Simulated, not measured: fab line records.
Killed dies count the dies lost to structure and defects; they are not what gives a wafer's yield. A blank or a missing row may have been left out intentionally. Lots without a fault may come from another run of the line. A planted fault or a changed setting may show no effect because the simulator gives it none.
The tool behind it: which one?	flow n5_finfet	31 wafers from 11 lots sampled at 5 of the route's 1938 steps

== WHAT THE GAUGES READ, wafer by wafer ==
N5_BEOL_M10_INSPECT_13: inspects for defects (brightfield).
lot	measured	on	raw_defect_count
L936	day 10 16:04	defect_inspect-01	329 331 235
L935	day 10 16:16	defect_inspect-01	347 555 445
L939	day 11 15:15	defect_inspect-02	444 484 514
L942	day 11 21:47	defect_inspect-01	388 438
L943	day 12 21:45	defect_inspect-02	359 446 416
L946	day 13 23:50	defect_inspect-02	500 336 467
L948	day 13 23:58	defect_inspect-02	400 621 460
L947	day 13 23:59	defect_inspect-02	437 462 457
L950	day 14 07:47	defect_inspect-02	471 534 566
L949	day 14 07:59	defect_inspect-01	344 320
L955	day 15 05:14	defect_inspect-01	415 359 286

N5_BEOL_M10_CD_MEAS_18: pitch 140 nm, target cd 70 nm.
lot	measured	on	cd_nm (nm)
L936	day 10 16:38	cd_sem-01	69.5 70.2 68.8
L935	day 10 16:53	cd_sem-03	70.7 70.5 70.6
L939	day 11 16:49	cd_sem-03	70.3 70.8 70.5
L942	day 11 22:43	cd_sem-01	69.7 69.7
L943	day 12 22:23	cd_sem-01	71.1 69.4 70.1
L946	day 14 00:34	cd_sem-01	70.1 69.0 70.8
L948	day 14 00:36	cd_sem-02	70.1 70.0 69.6
L947	day 14 00:36	cd_sem-01	69.2 69.7 69.5
L950	day 14 08:24	cd_sem-01	69.2 70.2 70.1
L949	day 14 08:34	cd_sem-01	69.2 69.7
L955	day 15 06:05	cd_sem-01	70.5 70.1 70.4

N5_BEOL_M10_CD_MEAS_28: the cd target is 70 nm.
lot	measured	on	cd_nm (nm)
L936	day 10 17:44	cd_sem-01	70.1 68.9 70.1
L935	day 10 17:28	cd_sem-02	71.2 71.2 70.7
L939	day 11 17:13	cd_sem-02	70.1 69.8 70.9
L942	day 11 23:08	cd_sem-02	63.4 63.8
L943	day 12 22:48	cd_sem-02	64.1 64.6 64.3
L946	day 14 02:21	cd_sem-01	64.4 63.7 64.0
L948	day 14 02:41	cd_sem-01	70.1 70.5 69.9
L947	day 14 02:31	cd_sem-02	68.7 68.8 69.1
L950	day 14 09:49	cd_sem-02	69.7 70.5 69.7
L949	day 14 09:59	cd_sem-02	69.0 70.6
L955	day 15 06:34	cd_sem-02	68.7 69.1 69.9

== WHAT TOOL EACH LOT RAN ON (gives the tool, then ch and the chambers of the sampled wafers, and finally the start) ==
lot	N5_BEOL_M10_HM_OPEN_17	N5_BEOL_M10_EXPOSE_25
L936	rie_metal-02 ch 0,1, day 10 16:22	arfi_scanner-03 ch 0, day 10 17:36
L935	rie_metal-03 ch 1, day 10 16:37	arfi_scanner-02 ch 0, day 10 17:20
L939	rie_metal-01 ch 0,1, day 11 16:29	arfi_scanner-03 ch 0, day 11 17:05
L942	rie_metal-03 ch 0, day 11 22:26	arfi_scanner-03 ch 0, day 11 23:01
L943	rie_metal-03 ch 0,1, day 12 22:04	arfi_scanner-03 ch 0, day 12 22:40
L946	rie_metal-02 ch 0,1, day 14 00:17	arfi_scanner-03 ch 0, day 14 02:13
L948	rie_metal-01 ch 0,1, day 14 00:20	arfi_scanner-01 ch 0, day 14 02:33
L947	rie_metal-02 ch 0,1, day 14 00:23	arfi_scanner-02 ch 0, day 14 02:23
L950	rie_metal-01 ch 0,1, day 14 08:08	arfi_scanner-01 ch 0, day 14 09:41
L949	rie_metal-01 ch 0,1, day 14 08:23	arfi_scanner-02 ch 0, day 14 09:52
L955	rie_metal-02 ch 0,1, day 15 05:53	arfi_scanner-02 ch 0, day 15 06:26
- N5_BEOL_M10_HM_OPEN_17: chemistry Cl2/BCl3, target TiN, target depth 20 nm, overetch 6 nm.
- N5_BEOL_M10_EXPOSE_25: exposes mask V9.

== WHAT THE TOOLS THEMSELVES READ (means of the sampled wafers that have a number; where no wafer has one, the mark that the record gives instead) ==
N5_BEOL_M10_HM_OPEN_17.
lot	tool	drypump_motor_current_A (A)	mfc_cl2_sccm (sccm)	oes_product_au (a.u.)	throttle_valve_pct (%)
L936	rie_metal-02	5.5	53.25	0.64	21.85
L935	rie_metal-03	6.1	53.36	0.67	22.26
L939	rie_metal-01	6.0	53.33	0.76	21.78
L942	rie_metal-03	6.3	53.19	0.84	22.45
L943	rie_metal-03	6.2	53.39	0.78	22.39
L946	rie_metal-02	5.5	53.18	0.72	21.69
L948	rie_metal-01	5.9	53.22	0.70	21.80
L947	rie_metal-02	5.6	53.28	0.78	21.60
L950	rie_metal-01	5.9	53.21	0.70	21.80
L949	rie_metal-01	6.0	53.17	0.71	21.80
L955	rie_metal-02	5.6	53.33	0.76	21.61

N5_BEOL_M10_EXPOSE_25.
lot	tool	exposure_dose_mJ_cm2
L936	arfi_scanner-03	85.60
L935	arfi_scanner-02	85.44
L939	arfi_scanner-03	85.46
L942	arfi_scanner-03	77.96
L943	arfi_scanner-03	79.54
L946	arfi_scanner-03	80.47
L948	arfi_scanner-01	85.42
L947	arfi_scanner-02	85.38
L950	arfi_scanner-01	85.51
L949	arfi_scanner-02	85.58
L955	arfi_scanner-02	85.29

== THE ANSWER, worked out from the rows above alone ==
Rule: what is usual is taken from the lots themselves. The widest of any qualifying gaps counts: lots, ordered by their means at a reading, are off when they make up no more than a third of the lots, leave a main group of 4 or more, and stand apart from it by 3 or more times the standard deviation of that group's means. A main group whose means are all the same, to the digits that the tables above print for the reading, isn't used. Also off: a lot with no number at a reading for which 4 or more lots have one. All remaining lots with rows at the step are treated as sound. Order of review: gauges by route order, followed by the tools' own readings, for which a lot's mean as printed above is used. At the first step where some lot is off, the reading lying furthest off is the one used; lots without a number count as furthest.
Off: L942, L943, L946, at N5_BEOL_M10_CD_MEAS_28 (cd_nm). Main group: mean 69.9 nm, sd 0.62.
If a tool, at a process step before that reading, ran all the lots that are off and no sound lot after the first of them, it fits. Not tried: the gauges at N5_BEOL_M10_CD_MEAS_28; whatever is off there is also off at N5_BEOL_M10_EXPOSE_25, on other tools, and gauge error can't account for it. One candidate fits, namely arfi_scanner-03 at N5_BEOL_M10_EXPOSE_25. Its last sound lot is L939 (day 11 17:05), its first lot that is off L942 (day 11 23:01): a fault that began between those two fits.
The tool's own readings at N5_BEOL_M10_EXPOSE_25 bear it out: on the lots that are off they differ by more than 5 times the standard deviation of the sound lots' means. exposure_dose_mJ_cm2 reads 79.32 there against 85.46 on the sound lots.

== WHAT WAS PUT IN BY THE SIMULATOR ==
Drift in process parameters on arfi_scanner-03 at N5_BEOL_M10_EXPOSE_25, starting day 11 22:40. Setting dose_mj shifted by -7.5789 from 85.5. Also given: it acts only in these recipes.
Shown lots that were struck: L942, L943, L946. The rule above reached the same finding.
